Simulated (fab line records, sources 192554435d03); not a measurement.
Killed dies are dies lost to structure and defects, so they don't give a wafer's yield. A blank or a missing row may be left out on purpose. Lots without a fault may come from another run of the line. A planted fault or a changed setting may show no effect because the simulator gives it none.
One fault seen from 2 desks | flow n5_finfet | each desk has only its own numbers; what lay behind them comes last

THE METROLOGY DESK
What the gauges read, lot by lot, whatever tool the lot ran on: means of the sampled wafers that have a number. A lot is out of limits, marked OUT, if its mean lies more than 4 standard deviations from the usual mean; the brackets give that distance. Of its 11 readings 7 are shown: those that lie furthest out on some lot.
Columns: A = DIBL_N at N5_BEOL_M4_RC_MEAS_101, usual 36.4 mV/V; B = IOFF_N at N5_BEOL_M4_RC_MEAS_101, usual 0.154 nA/um; C = IOFF_P at N5_BEOL_M4_RC_MEAS_101, usual 0.202 nA/um; D = ION_N at N5_BEOL_M4_RC_MEAS_101, usual 671 uA/um; E = SS_N at N5_BEOL_M4_RC_MEAS_101, usual 71.6 mV/dec; F = SS_P at N5_BEOL_M4_RC_MEAS_101, usual 73.4 mV/dec; G = VT_N at N5_BEOL_M4_RC_MEAS_101, usual 250.9 mV
lot  | first seen here | A    | B     | C     | D   | E    | F    | G
L558 | day 5 16:34     | 39.6 | 0.194 | 0.231 | 689 | 72.9 | 74.2 | 246.4
L560 | day 6 00:52     | 36.7 | 0.155 | 0.195 | 665 | 71.2 | 73.9 | 251.9
L566 | day 7 18:49     | 36.9 | 0.165 | 0.229 | 674 | 72.0 | 73.7 | 250.1
L567 | day 8 01:07     | 36.3 | 0.156 | 0.200 | 673 | 71.7 | 73.2 | 249.5
L571 | day 8 18:11     | 35.2 | 0.146 | 0.189 | 674 | 71.6 | 72.5 | 251.6
L572 | day 9 11:12     | 36.0 | 0.160 | 0.202 | 684 | 72.0 | 73.6 | 248.2
L575 | day 9 18:12     | 35.7 | 0.135 | 0.192 | 658 | 71.5 | 73.3 | 253.5
L577 | day 10 12:46    | 36.7 | 0.145 | 0.243 | 658 | 71.8 | 73.4 | 251.9
L580 | day 11 18:39    | 35.0 | 0.136 | 0.202 | 671 | 71.1 | 72.5 | 251.7
This desk's finding: nothing out of limits on any of the 9 lots.

THE TOOL OWNER'S DESK: rie_diel-03
The tool's own readings at N5_BEOL_M0_SAQP_ETCH_73 (etches SiARC in CF4, target depth 19.5 nm, time 32.5 s): means of the sampled wafers that have a number, for each lot that ran on this tool. A lot is out of limits, marked OUT, if its mean lies more than 4 standard deviations from the usual mean; the brackets give that distance.
Columns: A = drypump_motor_current_A at N5_BEOL_M0_SAQP_ETCH_73, usual 5.5 A; B = etch_rf_on_time_s at N5_BEOL_M0_SAQP_ETCH_73, usual 32.0 s; C = oes_product_au at N5_BEOL_M0_SAQP_ETCH_73, usual 0.70 a.u.; D = rf_vpp_V at N5_BEOL_M0_SAQP_ETCH_73, usual 184.4 V; E = showerhead_plenum_p_Torr at N5_BEOL_M0_SAQP_ETCH_73, usual 2.17 Torr; F = throttle_valve_pct at N5_BEOL_M0_SAQP_ETCH_73, usual 15.58 %
lot  | first seen here | A   | B               | C    | D     | E    | F
L566 | day 7 19:32     | 5.7 | 35.0 (+5.6) OUT | 0.71 | 185.4 | 2.21 | 15.62
L567 | day 8 01:36     | 5.3 | 34.6 (+5.0) OUT | 0.63 | 184.9 | 2.15 | 15.87
L580 | day 11 19:08    | 5.5 | 31.7            | 0.77 | 185.3 | 2.24 | 15.50
This desk's finding: out of limits on L566, L567; first on L566, day 7 19:32 (etch_rf_on_time_s at N5_BEOL_M0_SAQP_ETCH_73). In limits: L580.

PUT TOGETHER
The tool owner's desk could have raised an alarm at day 7 19:32, on L566, L567.
The metrology desk saw nothing out of limits.
The metrology desk has L566, L567 on record, within its limits.
Of the lots named, all ran N5_BEOL_M0_SAQP_ETCH_73 on rie_diel-03.

WHAT THE SIMULATOR HAD PUT IN
Process parameter drift: rie_diel-03, from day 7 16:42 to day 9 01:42, at N5_BEOL_M0_SAQP_ETCH_73. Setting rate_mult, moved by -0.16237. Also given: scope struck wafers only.
Lots struck among those shown: L566, L567.
Hours from the fault's start to each desk's first reading out of limits: the tool owner's desk, 3.
